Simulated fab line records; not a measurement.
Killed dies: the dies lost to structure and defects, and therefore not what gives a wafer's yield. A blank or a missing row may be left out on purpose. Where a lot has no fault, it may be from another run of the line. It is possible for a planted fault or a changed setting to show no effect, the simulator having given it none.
Split-lot experiment + flow n5 finfet + 7 lots, 21 wafers read, on a route of 1938 steps

ABOUT THE SPLIT
At N5_BEOL_M5_COAT_65 (time 60 s, resist thk 60 nm), the setting spin rpm was moved away from the recipe's 1500 rpm on 8 of the 21 wafers read, by -10.5% to -3.7%. All remaining wafers had this setting at the recipe value.

Reading taken at the split's own step.

THE READING
SOC_of_BEOL_M5_COAT_65.thk nm (the simulator's own value, which no gauge read), in nm, at N5_BEOL_M5_COAT_65 (time 60 s, resist thk 60 nm). No usual value for it is given in the file. Average 60.0 nm, standard deviation 0.18 nm, over the 13 wafers here run with the recipe.

| wafer  | tool, chamber at the split | spin rpm as run, rpm | against the recipe | SOC_of_BEOL_M5_COAT_65.thk nm, nm | against lot-mates on the recipe |
|--------|----------------------------|----------------------|--------------------|-----------------------------------|---------------------------------|
| L077.1 | litho track-04, 0          | 1500                 | recipe             | 59.8                              | -                               |
| L077.2 | litho track-04, 0          | 1500                 | recipe             | 59.8                              | -                               |
| L077.3 | litho track-04, 0          | 1500                 | recipe             | 60                                | -                               |
| L082.2 | litho track-05, 0          | 1445                 | -3.7%              | 61.2                              | +1.0                            |
| L082.6 | litho track-05, 0          | 1445                 | -3.7%              | 61.2                              | +1.0                            |
| L082.3 | litho track-05, 0          | 1500                 | recipe             | 60.2                              | -                               |
| L084.3 | litho track-02, 0          | 1413                 | -5.8%              | 62                                | +1.8                            |
| L084.6 | litho track-02, 0          | 1413                 | -5.8%              | 62                                | +1.8                            |
| L084.5 | litho track-02, 0          | 1500                 | recipe             | 60.2                              | -                               |
| L085.1 | litho track-05, 0          | 1363                 | -9.1%              | 63.2                              | +3.0                            |
| L085.5 | litho track-05, 0          | 1500                 | recipe             | 60.2                              | -                               |
| L085.6 | litho track-05, 0          | 1500                 | recipe             | 60.2                              | -                               |
| L087.2 | litho track-02, 0          | 1500                 | recipe             | 59.8                              | -                               |
| L087.6 | litho track-02, 0          | 1500                 | recipe             | 59.8                              | -                               |
| L087.3 | litho track-02, 0          | 1500                 | recipe             | 60                                | -                               |
| L089.2 | litho track-02, 0          | 1500                 | recipe             | 60.2                              | -                               |
| L089.5 | litho track-02, 0          | 1445                 | -3.7%              | 61                                | +1.0                            |
| L089.6 | litho track-02, 0          | 1500                 | recipe             | 59.8                              | -                               |
| L093.2 | litho track-02, 0          | 1343                 | -10.5%             | 63.4                              | +3.6                            |
| L093.6 | litho track-02, 0          | 1343                 | -10.5%             | 63.4                              | +3.6                            |
| L093.3 | litho track-02, 0          | 1500                 | recipe             | 59.8                              | -                               |

THE FIT
A straight line over all 21 wafers: SOC_of_BEOL_M5_COAT_65.thk nm changes by -0.334 nm for each +1% of spin rpm; r = -0.99; the points scatter about the line by 0.17 nm.
The same after taking each lot's own level away (the mean of its wafers on the recipe; 21 wafers): -0.333 nm for each +1%; r = -0.99; scatter 0.13 nm.
On that fit, the largest move of spin rpm shifts the reading by 3.5 nm.
The span of the lots' own levels, 59.80 to 60.20 nm, comes to 2.2 times the standard deviation stated above.
Consequently the slope shifts little with the lot-to-lot level, the two slopes agreeing.
Check: for one of the wafers moved furthest among these (-10.5%), held out of the fit, the line's prediction against its lot-mates is +3.39 nm. Against them it came out at +3.6 nm.

THESE WAFERS: OTHER SPLITS
Before the reading, these wafers also passed through other splits. Each is held against what the fit with the lots' levels taken away leaves over:
| other split on the same wafers   | wafers away from the commonest value | r with SOC_of_BEOL_M5_COAT_65.thk nm (lot level and that fit taken away) |
|----------------------------------|--------------------------------------|--------------------------------------------------------------------------|
| N5_BEOL_M0_SAQP_COAT_08 spin rpm | 3                                    | +0.27                                                                    |
| N5_BEOL_M2_DESCUM_16 time s      | 9                                    | +0.06                                                                    |
| N5_BEOL_M2_ETCH_64 source w      | 10                                   | -0.23                                                                    |
| N5_BEOL_M3_ETCH_64 time s        | 10                                   | +0.16                                                                    |
| N5_BEOL_M3_COAT_76 spin rpm      | 8                                    | +0.23                                                                    |
| N5_BEOL_M4_COAT_62 spin rpm      | 4                                    | +0.04                                                                    |
| N5_BEOL_M4_COAT_73 spin rpm      | 12                                   | +0.05                                                                    |

THE FILE'S OWN FIT
SOC_of_BEOL_M5_COAT_65.thk nm changes by -0.327 nm for each +1% of spin rpm, r = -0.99.
